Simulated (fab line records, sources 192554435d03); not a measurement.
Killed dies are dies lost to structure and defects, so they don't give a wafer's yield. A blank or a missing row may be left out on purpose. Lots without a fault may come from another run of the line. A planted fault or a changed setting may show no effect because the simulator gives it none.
Which tool did it? | flow n5_finfet | 12 lots, 36 wafers sampled, at 3 steps of a route of 1938

WHAT THE GAUGES READ, wafer by wafer
N5_BEOL_M9_OCD_MEAS_38.
lot  | measured     | on     | trench_depth_nm (nm)
L076 | day 9 23:41  | ocd-02 | 152.6 146.8 152.1
L077 | day 10 07:10 | ocd-01 | 150.7 153.1 151.8
L078 | day 10 09:06 | ocd-02 | 153.3 146.5 146.5
L080 | day 11 02:36 | ocd-01 | 149.9 149.7 151.3
L084 | day 11 23:23 | ocd-02 | 151.1 149.5 151.6
L085 | day 12 05:39 | ocd-02 | 150.5 151.6 149.8
L087 | day 13 03:55 | ocd-01 | 147.2 153.6 147.9
L090 | day 13 21:02 | ocd-01 | 151.5 145.8 152.2
L089 | day 13 23:02 | ocd-01 | 150.3 149.5 149.1
L092 | day 14 07:37 | ocd-01 | 148.1 150.7 150.2
L095 | day 15 04:01 | ocd-02 | 149.5 149.8 148.9
L097 | day 15 10:58 | ocd-01 | 151.9 151.2 152.1

WHICH TOOL RAN EACH LOT (tool, then ch and the chambers of the sampled wafers, then the start)
lot  | N5_BEOL_M8_DEGAS_44          | N5_BEOL_M9_ETCH_76
L076 | pvd_sputter-01, day 9 18:47  | rie_diel-05 ch 0,2,3, day 9 23:16
L077 | pvd_sputter-02, day 10 00:38 | rie_diel-04 ch 1,2, day 10 06:45
L078 | pvd_sputter-02, day 10 02:09 | rie_diel-05 ch 0,1,2, day 10 08:41
L080 | pvd_sputter-02, day 10 18:11 | rie_diel-02 ch 1,2,3, day 11 02:10
L084 | pvd_sputter-01, day 11 15:28 | rie_diel-02 ch 0,3, day 11 22:58
L085 | pvd_sputter-01, day 12 00:02 | rie_diel-04 ch 0,1, day 12 05:14
L087 | pvd_sputter-01, day 12 20:23 | rie_diel-05 ch 2,3, day 13 03:29
L090 | pvd_sputter-03, day 13 13:29 | rie_diel-05 ch 0,2,3, day 13 20:37
L089 | pvd_sputter-01, day 13 13:59 | rie_diel-02 ch 1,2, day 13 22:37
L092 | pvd_sputter-02, day 14 01:27 | rie_diel-04 ch 0,1,2, day 14 07:11
L095 | pvd_sputter-03, day 14 18:56 | rie_diel-02 ch 0,1, day 15 03:36
L097 | pvd_sputter-01, day 15 02:49 | rie_diel-05 ch 0,1, day 15 10:33
- N5_BEOL_M8_DEGAS_44: time 60 s.
- N5_BEOL_M9_ETCH_76: etches underlayer in N2/H2, target depth 6.5 nm, time 5.2 s.

THE ANSWER, worked out from the rows above alone
Rule: what is usual is taken from the lots themselves. Put in order of their means at a reading, lots are off if they are a third of the lots or fewer, leave a main group of 4 or more, and stand apart from it by a gap of 3 or more times the standard deviation of the main group's means; of several such gaps the widest counts. A main group whose means are all the same, to the digits that the tables above print for the reading, isn't used. A lot without any number at a reading at which 4 lots or more have one is off too. The other lots that the step has rows for count as sound.
No lot is off at any reading shown: from this, nothing can be told.

WHAT THE SIMULATOR HAD PUT IN
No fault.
